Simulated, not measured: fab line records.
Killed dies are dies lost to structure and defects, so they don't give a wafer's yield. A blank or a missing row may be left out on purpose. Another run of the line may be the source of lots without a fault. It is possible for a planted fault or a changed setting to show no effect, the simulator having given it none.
fab line records    flow nand_harc
record: lots: 6  wafers: 18  last_day: 24
route steps=1159 shown P_GATE@128 END@1159
lots untouched by any fault: they come from a run of this same line in which no faults occurred
start_h: the number of hours between the record's first day and the start of the first shown wafer of the lot    wait_h: hours elapsed since this lot's preceding step    " repeats the value in the row above    L1.1+2: a row that stands for several wafers    - value missing, or start not given    * or withheld: withheld    < > ~ a bound
route shown NAME@n: a module of which the file shows steps, and the number in the route of the first    usual: the fault-free wafers' mean and standard deviation    same: alike in all rows    chamber/n: place in a boat    sites: readings site by site    _std_site: the standard deviation of these    _edge_site: the outer-site mean with the inner-site mean subtracted    radius_mm: how far each site lies from the wafer's centre    mask NAME#n: copy n    behind: tool/chamber where the wafer was last shaped    hold: why the lot was held/for how many hours/how that ended    device: which transistor (n, p or np) failed to switch    end of line: the route-end tests of the same wafers    for a step that has no rows: nothing shown but its recipe    killed: at the first sort, the dies lost to defects and structure; wafer yield is something else    map: per-die view of a wafer (x killed, . not killed, _ where there is no die)
set.NAME: the setting that was run; set.NAME@STEP: the one run at that earlier step    model.NAME: the simulator's own value behind a step, which no gauge read
certain route steps with their lots: each step a table, each wafer a row
services: when a tool's chamber went out of use (start_h, in hours from the record's first day, below 0 if earlier), for how many hours, and the reason
== steps ==
step: NHARC_P_GATE_SRD_72
step: NHARC_P_GATE_OXIDE_16
recipe: target_thk_a: 30  temp_c: 875  ox_time_s: 392  material: SiO2
step: NHARC_P_GATE_CVD_17
recipe: target_thk_a: 1500  temp_c: 620  time_s: 900  material: poly-Si
step: NHARC_P_GATE_HM_DEP_102
recipe: target_thk_a: 1200  temp_c: 400  material: aC
usual: susceptor_temp_C: 400.05/0.24  throttle_valve_pct: 34.999/0.0082
lot.wafer  tool        chamber  start_h  wait_h  susceptor_temp_C  throttle_valve_pct
L499.2     acl_dep-03  0        98.75    0.5     -                 35.000
L499.3     "           0        "        "       -                 35.005
L499.5     "           0        "        "       -                 34.989
L503.1     acl_dep-02  0        120.62   3.0     399.81            35.008
L503.2     "           0        "        "       400.22            34.985
L503.6     "           0        "        "       399.57            35.005
L512.2     acl_dep-03  0        173.44   0.5     400.08            34.995
L512.4     "           0        "        "       399.81            35.003
L512.5     "           0        "        "       399.89            35.000
L513.1     acl_dep-02  0        187.03   3.9     -                 34.991
L513.2     "           0        "        "       -                 34.990
L513.3     "           0        "        "       -                 34.993
L518.3     acl_dep-02  0        217.05   0.6     400.00            35.008
L518.5     "           0        "        "       399.77            35.013
L518.6     "           0        "        "       399.94            34.996
L520.2     acl_dep-02  0        234.37   5.5     400.20            34.993
L520.3     "           0        "        "       400.02            34.987
L520.6     "           0        "        "       400.41            34.997
step: NHARC_P_GATE_DEP_103
recipe: target_thk_a: 300  target_thk_nm: 30  temp_c: 400  flow_sccm: 200  rf_w: 350  material: SiON
usual: heater_power_w: 754/99  susceptor_temp_C: 400.00/0.25
lot.wafer  tool      chamber  start_h  wait_h  heater_power_w  susceptor_temp_C
L499.2     pecvd-01  1        99.30    0.4     751             399.99
L499.3     "         0        "        "       669             399.67
L499.5     "         0        "        "       677             400.23
L503.2     pecvd-04  1        121.28   0.4     959             400.09
L503.1     "         2        "        "       841             399.86
L503.6     "         1        "        "       937             400.15
L512.2     pecvd-04  0        174.14   0.6     685             399.93
L512.4     "         1        "        "       908             399.77
L512.5     "         2        "        "       878             399.61
L513.2     pecvd-01  1        187.68   0.4     767             399.73
L513.1     "         2        "        "       698             399.66
L513.3     "         0        "        "       642             399.82
L518.3     pecvd-01  1        217.99   0.8     857             399.97
L518.5     "         0        "        "       622             399.81
L518.6     "         1        "        "       851             400.27
L520.3     pecvd-01  1        234.96   0.4     880             400.26
L520.2     "         2        "        "       723             399.89
L520.6     "         0        "        "       595             400.19
step: NHARC_P_GATE_DEHYDRATE_18
recipe: temp_c: 150  time_s: 120
step: NHARC_P_GATE_HMDS_19
recipe: time_s: 30
step: NHARC_P_GATE_COAT_20
recipe: spin_rpm: 1500  resist_thk_nm: 90
step: NHARC_P_GATE_SOFTBAKE_21
recipe: temp_c: 105  time_s: 55
step: NHARC_P_GATE_EBR_22
step: NHARC_P_GATE_EXPOSE_23
recipe: na: 1.35  target_cd_nm: 120  dose_mj: 93.91  mask_id: P_GATE
step: NHARC_P_GATE_PEB_24
recipe: peb_temp_c: 100  peb_time_s: 65
step: NHARC_P_GATE_DEVELOP_25
recipe: develop_time_s: 35  dev_temp_c: 23
usual: developer_temp_C: 22.99/0.1
lot.wafer  tool            chamber  start_h  wait_h  developer_temp_C
L499.2     litho_track-06  0        99       -       23.03
L499.3     "               0        "        "       22.91
L499.5     "               0        "        "       23.09
L503.1     litho_track-04  0        121      -       22.88
L503.2     "               0        "        "       23.11
L503.6     "               0        "        "       22.72
L512.2     litho_track-04  0        174      -       20.63
L512.4     "               0        "        "       20.68
L512.5     "               0        "        "       20.73
L513.1     litho_track-04  0        188      -       20.60
L513.2     "               0        "        "       20.65
L513.3     "               0        "        "       20.79
L518.3     litho_track-01  0        218      -       23.08
L518.5     "               0        "        "       22.94
L518.6     "               0        "        "       23.02
L520.2     litho_track-06  0        235      -       23.00
L520.3     "               0        "        "       23.03
L520.6     "               0        "        "       23.01
step: NHARC_P_GATE_CD_MEAS_26
recipe: target_cd_nm: 120  landing_energy_ev: 500
usual: cd_nm: 120.1/0.48
lot.wafer  tool       chamber  start_h  wait_h  cd_nm
L499.2     cd_sem-01  0        99.98    -       120.0
L499.3     "          0        "        "       119.7
L499.5     "          0        "        "       119.4
L503.1     cd_sem-02  0        121.95   -       120.5
L503.2     "          0        "        "       120.1
L503.6     "          0        "        "       120.2
L512.2     cd_sem-03  0        174.69   -       119.3
L512.4     "          0        "        "       119.2
L512.5     "          0        "        "       120.0
L513.1     cd_sem-01  0        188.36   -       120.0
L513.2     "          0        "        "       119.9
L513.3     "          0        "        "       119.9
L518.3     cd_sem-02  0        218.65   -       120.2
L518.5     "          0        "        "       119.6
L518.6     "          0        "        "       119.8
L520.2     cd_sem-03  0        235.49   -       120.0
L520.3     "          0        "        "       120.0
L520.6     "          0        "        "       119.3
step: NHARC_END_SORT_01
recipe: temp_c: 25
usual: killed_at_array: 26/8.6  killed_at_other: 0.7/0.97  killed_at_periphery: 3.2/2.2  killed_dies: 30/8.9  killed_open: 3.1/1.8  killed_short: 2.2/1.8
same: gross_dies: 677
lot.wafer  tool       chamber  start_h  wait_h  killed_at_array  killed_at_other  killed_at_periphery  killed_dies  killed_open  killed_short
L513.2     prober-01  0        533.46   2.7     36               1                3                    40           6            0
killed by level:class
L513.2 A_SLIT:chamber_film_flake=14 A_CHANNEL_HOLE_D1:chamber_film_flake=13 A_CONTACT:chamber_film_flake=4 P_GATE:geometric_particle:open=2 A_WL_FILL:geometric_particle:open=2 A_ONON_D1:geometric_particle:open=1 A_SGD_CUT:geometric_particle:open=1 P_M1:chamber_film_flake=1
== services ==
tool            chamber  start_h  hours  kind
litho_track-01  -        93.00    7.0    pm
pecvd-04        -        93.07    8.5    repair
pecvd-04        -        113.62   0.2    repair
litho_track-06  -        117.00   7.0    pm
pecvd-01        -        128.15   14.2   repair
litho_track-04  -        141.00   7.0    pm
pecvd-01        -        169.57   7.0    repair
acl_dep-02      -        170.13   13.0   pm
pecvd-04        -        205.99   13.0   pm
pecvd-04        0        205.99   13.0   vent_cycle
pecvd-04        1        205.99   13.0   vent_cycle
pecvd-04        2        205.99   13.0   vent_cycle
pecvd-04        0        218.99   -      clean
pecvd-04        1        218.99   -      clean
pecvd-04        2        218.99   -      clean
acl_dep-03      -        224.31   13.0   pm
== key ==
first_sign: step: NHARC_P_GATE_DEVELOP_25  reading: developer_temp_C  direction: down  sigmas: 23  usual: *  struck: *
effect none on later readings
met_at NHARC_P_GATE_DEVELOP_25
struck_wafers L512.2,L512.4,L512.5,L513.1,L513.2,L513.3
tester_left_out L512,L513
onset_between 121 174
fault: kind: process_parameter_drift  tool: litho_track-04  chamber: -  onset_h: 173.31  steps: NHARC_P_GATE_DEVELOP_25  channel: dev_temp_c  offset: *  shape: step  end_h: 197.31  acts_in: *  stated: *
tester_left_out: of these lots the tester's yield and bins aren't shown, on N5 and GAA mostly nor the transistor test; their killed dies are dies lost to structure and defects alone, not to doping, threshold or leakage, so they don't give the yield
